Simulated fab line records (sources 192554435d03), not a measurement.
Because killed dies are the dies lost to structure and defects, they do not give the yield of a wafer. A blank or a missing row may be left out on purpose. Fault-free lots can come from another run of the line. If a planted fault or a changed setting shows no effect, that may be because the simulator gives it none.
Matching of chambers / flow n5 finfet / 3 sister chambers for N5_BEOL_M7_PECVD_70 on pecvd-04
The step deposits SiO2 from TEOS/O2, target thk 20 nm, time 22.7 s. 24 wafers are shown with their chamber, then 12 later ones without.

== WAFERS, EACH WITH ITS CHAMBER ==
wafer=L075.3; chamber=0; throttle valve pct (%)=23.2; heater power w (W)=726; showerhead plenum p Torr (Torr)=8.75
wafer=L075.4; chamber=1; throttle valve pct (%)=22.4; heater power w (W)=863; showerhead plenum p Torr (Torr)=8.74
wafer=L075.6; chamber=0; throttle valve pct (%)=22.8; heater power w (W)=734; showerhead plenum p Torr (Torr)=8.76
wafer=L076.1; chamber=0; throttle valve pct (%)=23.2; heater power w (W)=820; showerhead plenum p Torr (Torr)=8.77
wafer=L076.5; chamber=2; throttle valve pct (%)=20.5; heater power w (W)=647; showerhead plenum p Torr (Torr)=8.77
wafer=L076.6; chamber=1; throttle valve pct (%)=22.3; heater power w (W)=843; showerhead plenum p Torr (Torr)=8.75
wafer=L074.1; chamber=0; throttle valve pct (%)=23.0; heater power w (W)=793; showerhead plenum p Torr (Torr)=8.75
wafer=L074.5; chamber=0; throttle valve pct (%)=22.9; heater power w (W)=787; showerhead plenum p Torr (Torr)=8.76
wafer=L074.6; chamber=2; throttle valve pct (%)=21.1; heater power w (W)=652; showerhead plenum p Torr (Torr)=8.76
wafer=L079.4; chamber=2; throttle valve pct (%)=21.1; heater power w (W)=658; showerhead plenum p Torr (Torr)=8.79
wafer=L079.5; chamber=0; throttle valve pct (%)=23.0; heater power w (W)=811; showerhead plenum p Torr (Torr)=8.77
wafer=L079.6; chamber=1; throttle valve pct (%)=22.5; heater power w (W)=955; showerhead plenum p Torr (Torr)=8.74
wafer=L084.2; chamber=0; throttle valve pct (%)=23.4; heater power w (W)=814; showerhead plenum p Torr (Torr)=8.76
wafer=L084.3; chamber=1; throttle valve pct (%)=22.3; heater power w (W)=899; showerhead plenum p Torr (Torr)=8.74
wafer=L084.6; chamber=1; throttle valve pct (%)=22.4; heater power w (W)=891; showerhead plenum p Torr (Torr)=8.75
wafer=L083.1; chamber=0; throttle valve pct (%)=23.1; heater power w (W)=819; showerhead plenum p Torr (Torr)=8.77
wafer=L083.4; chamber=1; throttle valve pct (%)=22.5; heater power w (W)=927; showerhead plenum p Torr (Torr)=8.75
wafer=L083.5; chamber=0; throttle valve pct (%)=23.0; heater power w (W)=798; showerhead plenum p Torr (Torr)=8.74
wafer=L090.1; chamber=1; throttle valve pct (%)=22.3; heater power w (W)=954; showerhead plenum p Torr (Torr)=8.73
wafer=L090.4; chamber=1; throttle valve pct (%)=22.4; heater power w (W)=938; showerhead plenum p Torr (Torr)=8.75
wafer=L090.5; chamber=2; throttle valve pct (%)=21.5; heater power w (W)=692; showerhead plenum p Torr (Torr)=8.76
wafer=L091.2; chamber=0; throttle valve pct (%)=23.1; heater power w (W)=831; showerhead plenum p Torr (Torr)=8.78
wafer=L091.3; chamber=0; throttle valve pct (%)=23.1; heater power w (W)=849; showerhead plenum p Torr (Torr)=8.77
wafer=L091.4; chamber=1; throttle valve pct (%)=22.4; heater power w (W)=949; showerhead plenum p Torr (Torr)=8.75

SIGNATURES (means of the wafers above)
reading=throttle valve pct; chamber 0=23.073; chamber 1=22.389; chamber 2=21.050; scatter within a chamber=0.198
reading=heater power w; chamber 0=798.36; chamber 1=913.22; chamber 2=662.25; scatter within a chamber=37.4
reading=showerhead plenum p Torr; chamber 0=8.7618; chamber 1=8.7444; chamber 2=8.7700; scatter within a chamber=0.0107
Rule: a wafer lies at a distance from a chamber equal to the root of the sum of squares, over the readings, of (its reading less the chamber's mean, divided by the reading's scatter). The wafer belongs to the nearest chamber; if the next one is less than 2 further off, it can't be placed. How the scatter is found: for the shown wafers, subtract from each reading the mean of its chamber, square and add these, divide the total by (wafers less chambers), then take the root.

== WAFERS MISSING THEIR CHAMBER ==
wafer=L095.1; throttle valve pct (%)=22.5; heater power w (W)=887; showerhead plenum p Torr (Torr)=8.73
wafer=L095.4; throttle valve pct (%)=23.3; heater power w (W)=859; showerhead plenum p Torr (Torr)=8.76
wafer=L095.6; throttle valve pct (%)=22.2; heater power w (W)=911; showerhead plenum p Torr (Torr)=8.75
wafer=L086.3; throttle valve pct (%)=22.2; heater power w (W)=989; showerhead plenum p Torr (Torr)=8.75
wafer=L086.4; throttle valve pct (%)=23.1; heater power w (W)=744; showerhead plenum p Torr (Torr)=8.78
wafer=L086.5; throttle valve pct (%)=23.0; heater power w (W)=751; showerhead plenum p Torr (Torr)=8.76
wafer=L094.1; throttle valve pct (%)=22.4; heater power w (W)=948; showerhead plenum p Torr (Torr)=8.76
wafer=L094.4; throttle valve pct (%)=21.1; heater power w (W)=739; showerhead plenum p Torr (Torr)=8.75
wafer=L094.6; throttle valve pct (%)=22.4; heater power w (W)=925; showerhead plenum p Torr (Torr)=8.75
wafer=L097.3; throttle valve pct (%)=23.0; heater power w (W)=886; showerhead plenum p Torr (Torr)=8.77
wafer=L097.4; throttle valve pct (%)=23.2; heater power w (W)=855; showerhead plenum p Torr (Torr)=8.77
wafer=L097.6; throttle valve pct (%)=22.3; heater power w (W)=953; showerhead plenum p Torr (Torr)=8.74

== EACH ONE'S CHAMBER ==
wafer=L095.1; from the rows above=1; in truth=1
wafer=L095.4; from the rows above=0; in truth=0
wafer=L095.6; from the rows above=1; in truth=1
wafer=L086.3; from the rows above=1; in truth=1
wafer=L086.4; from the rows above=0; in truth=0
wafer=L086.5; from the rows above=0; in truth=0
wafer=L094.1; from the rows above=1; in truth=1
wafer=L094.4; from the rows above=2; in truth=2
wafer=L094.6; from the rows above=1; in truth=1
wafer=L097.3; from the rows above=can't be placed: 0 or 1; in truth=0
wafer=L097.4; from the rows above=0; in truth=0
wafer=L097.6; from the rows above=1; in truth=1
Correct placement for 11 of the 12. From these rows, 1 cannot be placed; in 1 the true chamber is one of the candidates. Number placed wrongly: 0.
